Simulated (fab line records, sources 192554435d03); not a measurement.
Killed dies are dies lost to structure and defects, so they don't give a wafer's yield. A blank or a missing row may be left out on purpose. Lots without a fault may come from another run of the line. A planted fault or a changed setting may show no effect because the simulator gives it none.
Split-lot trial | flow n5Finfet | 21 wafers read from 7 lots, route of 1938 steps

== THE SPLIT ITSELF ==
At N5_DUMMY_GATE_COAT_34 (time 60 s, resist thk 60 nm), the setting spinRpm was moved away from the recipe's 1500 rpm on 6 of the 21 wafers read, by -10.9% to +9.4%. The other wafers ran this setting at the recipe's value.

== FROM THE SPLIT TO THE READING: what the file shows between them, 8 steps ==
- N5_DUMMY_GATE_COAT_35: time 60 s, resist thk 10 nm
- N5_DUMMY_GATE_COAT_28: time 60 s, resist thk 10 nm
- N5_DUMMY_GATE_ETCH_29: etches underlayer in N2/H2, target depth 13 nm
- N5_DUMMY_GATE_ETCH_36: etches SiARC in CF4, target depth 13 nm
- N5_DUMMY_GATE_ETCH_37: etches SOC in N2/H2, target depth 60 nm, overetch 30 nm
- N5_DUMMY_GATE_STRIP_38: strips in N2/H2
- N5_DUMMY_GATE_STRIP_39: strips in N2/H2
- N5_DUMMY_GATE_STRIP_40: strips in CF4

== THE READING ==
SOC_of_DUMMY_GATE_COAT_34.thkNm (the simulator's own value, which no gauge read), in nm, at N5_DUMMY_GATE_ETCH_31 (etches SiO2 in C4F6/O2, target depth 82.5 nm, time 27.5 s). The file gives no usual value for it. Across the 15 wafers here that went through the recipe, the average is 51.7 nm and the standard deviation 0.24 nm.

wafer  | tool, chamber at the split | spinRpm as run, rpm | against the recipe | SOC_of_DUMMY_GATE_COAT_34.thkNm, nm | against lot-mates on the recipe
L080.1 | lithoTrack-01, 0           | 1500                | recipe             | 52                                  | -
L080.2 | lithoTrack-01, 0           | 1500                | recipe             | 51.4                                | -
L080.5 | lithoTrack-01, 0           | 1431                | -4.6%              | 53.4                                | +1.7
L081.1 | lithoTrack-04, 0           | 1393                | -7.1%              | 53.8                                | +2.0
L081.3 | lithoTrack-04, 0           | 1500                | recipe             | 51.6                                | -
L081.4 | lithoTrack-04, 0           | 1500                | recipe             | 52                                  | -
L090.1 | lithoTrack-04, 0           | 1337                | -10.9%             | 55                                  | +3.3
L090.5 | lithoTrack-04, 0           | 1500                | recipe             | 52                                  | -
L090.6 | lithoTrack-04, 0           | 1500                | recipe             | 51.4                                | -
L091.2 | lithoTrack-02, 0           | 1500                | recipe             | 51.6                                | -
L091.5 | lithoTrack-02, 0           | 1500                | recipe             | 52                                  | -
L091.6 | lithoTrack-02, 0           | 1500                | recipe             | 52                                  | -
L093.2 | lithoTrack-02, 0           | 1500                | recipe             | 51.8                                | -
L093.5 | lithoTrack-02, 0           | 1386                | -7.6%              | 53.8                                | +2.2
L093.6 | lithoTrack-02, 0           | 1500                | recipe             | 51.4                                | -
L096.1 | lithoTrack-04, 0           | 1500                | recipe             | 51.6                                | -
L096.2 | lithoTrack-04, 0           | 1500                | recipe             | 51.8                                | -
L096.3 | lithoTrack-04, 0           | 1500                | recipe             | 52                                  | -
L097.2 | lithoTrack-01, 0           | 1500                | recipe             | 51.6                                | -
L097.4 | lithoTrack-01, 0           | 1641                | +9.4%              | 49.2                                | -2.4
L097.6 | lithoTrack-01, 0           | 1641                | +9.4%              | 49                                  | -2.6

THE FIT
A straight line over all 21 wafers: SOC_of_DUMMY_GATE_COAT_34.thkNm changes by -0.289 nm for each +1% of spinRpm; r = -0.99; the points scatter about the line by 0.23 nm.
The same after taking each lot's own level away (the mean of its wafers on the recipe; 21 wafers): -0.285 nm for each +1%; r = -0.99; scatter 0.22 nm.
On that fit, the largest move of spinRpm shifts the reading by 3.1 nm.
The lots' own levels span 51.60 to 51.87 nm, that is 1.1 times the standard deviation above.
The two slopes are in agreement: the lot-to-lot level therefore moves the slope only a little.
Check: for one of the wafers moved furthest among these (-10.9%), held out of the fit, the line's prediction against its lot-mates is +3.08 nm. It came out at +3.3 nm against them.

== FURTHER SPLITS ON THESE WAFERS ==
Other splits were also applied to these wafers ahead of the reading. Each is held against what the fit with the lots' levels taken away leaves over:
other split on the same wafers           | wafers away from the commonest value | r with SOC_of_DUMMY_GATE_COAT_34.thkNm (lot level and that fit taken away)
N5_WELL_APT_COAT_02 spinRpm              | 6                                    | +0.16
N5_PMOS_HMC_CHANNEL_EPI_EXPOSE_06 doseMj | 8                                    | +0.25
N5_PMOS_HMC_CHANNEL_EPI_PEB_07 pebTempC  | 8                                    | +0.05
N5_FIN_SAQP_SPACER1_ALD_24 aldCycles     | 7                                    | +0.17
N5_DUMMY_GATE_CVD_03 tempC               | 9                                    | -0.06

== THE WHOLE CHAIN: every reading that the file lists as answering this split, in the file's order ==
step                    | what it does                                              | reading                                                                          | change (the file's fit)                                                           | r (the file's)
N5_DUMMY_GATE_COAT_34   | time 60 s, resist thk 60 nm                               | SOC_of_DUMMY_GATE_COAT_34.thkNm (the simulator's own value, which no gauge read) | -0.305 nm for each +1% of the setting                                             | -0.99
N5_DUMMY_GATE_ETCH_37   | etches SOC in N2/H2, target depth 60 nm, overetch 30 nm   | etch.depthNm (the simulator's own value, which no gauge read)                    | -0.309 nm for each +1% of the setting                                             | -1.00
N5_DUMMY_GATE_ETCH_31   | etches SiO2 in C4F6/O2, target depth 82.5 nm, time 27.5 s | SOC_of_DUMMY_GATE_COAT_34.thkNm (the simulator's own value, which no gauge read) | -0.292 nm for each +1% of the setting                                             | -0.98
N5_PASSIVATION_PROBE_49 |                                                           | defectLimitedYield                                                               | -8.61 for each +1% of the setting, in a fit together with tempC@BEOL_M2_COAT_73   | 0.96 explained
N5_PASSIVATION_PROBE_49 |                                                           | killedDies                                                                       | +102 for each +1% of the setting, in a fit together with tempC@BEOL_M2_COAT_73    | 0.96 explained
N5_PASSIVATION_PROBE_49 |                                                           | sortYieldPct                                                                     | -8.61 % for each +1% of the setting, in a fit together with tempC@BEOL_M2_COAT_73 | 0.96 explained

== THE FILE'S OWN FIT ==
SOC_of_DUMMY_GATE_COAT_34.thkNm changes by -0.292 nm for each +1% of spinRpm, r = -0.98.
